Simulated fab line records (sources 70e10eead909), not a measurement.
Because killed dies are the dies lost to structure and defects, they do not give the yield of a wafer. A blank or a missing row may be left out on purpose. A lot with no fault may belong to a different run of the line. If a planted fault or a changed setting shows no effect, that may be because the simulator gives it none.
Chamber matching | flow nand harc | NHARC_THIN_TSV_DEP_47 on pecvd-03 has 3 sister chambers
The step deposits SiO2, target thk 200 nm. 3 wafers are shown with their chamber, then 8 later ones without.

WAFERS, EACH WITH ITS CHAMBER
wafer  | chamber | throttle valve pct (%)
L086.4 | 1       | 16.2
L086.6 | 0       | 15.6
L090.1 | 2       | 16.4

WAFERS WITHOUT THEIR CHAMBER
wafer  | throttle valve pct (%)
L090.3 | 15.3
L090.4 | 15.2
L095.2 | 16.8
L095.4 | 16.6
L095.5 | 15.9
L096.4 | 16.8
L096.5 | 15.2
L096.6 | 15.7

CHAMBER TAKEN BY EACH
wafer  | from the rows above          | in truth
L090.3 | can't be placed: 0 or 1      | 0
L090.4 | can't be placed: 0 or 1      | 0
L095.2 | can't be placed: 2 or 1      | 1
L095.4 | can't be placed: 2 or 1      | 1
L095.5 | can't be placed: 1 or 0 or 2 | 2
L096.4 | can't be placed: 2 or 1      | 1
L096.5 | can't be placed: 0 or 1      | 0
L096.6 | can't be placed: 0 or 1 or 2 | 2
Correct placement for 0 of the 8. From these rows, 8 cannot be placed; in 8 the true chamber is one of the candidates. Wrongly placed: 0.
How it was worked out, from the rows above alone: a wafer's distance from a chamber is the root of the sum, over the readings, of the square of ((its reading less the chamber's mean) divided by the reading's scatter). The wafer belongs to the nearest chamber; if the next one is less than 2 further off, it can't be placed. A chamber's mean is the mean of its shown wafers. The scatter: root of mean squared gap, hidden wafer to nearest shown wafer, with one shown wafer a chamber.
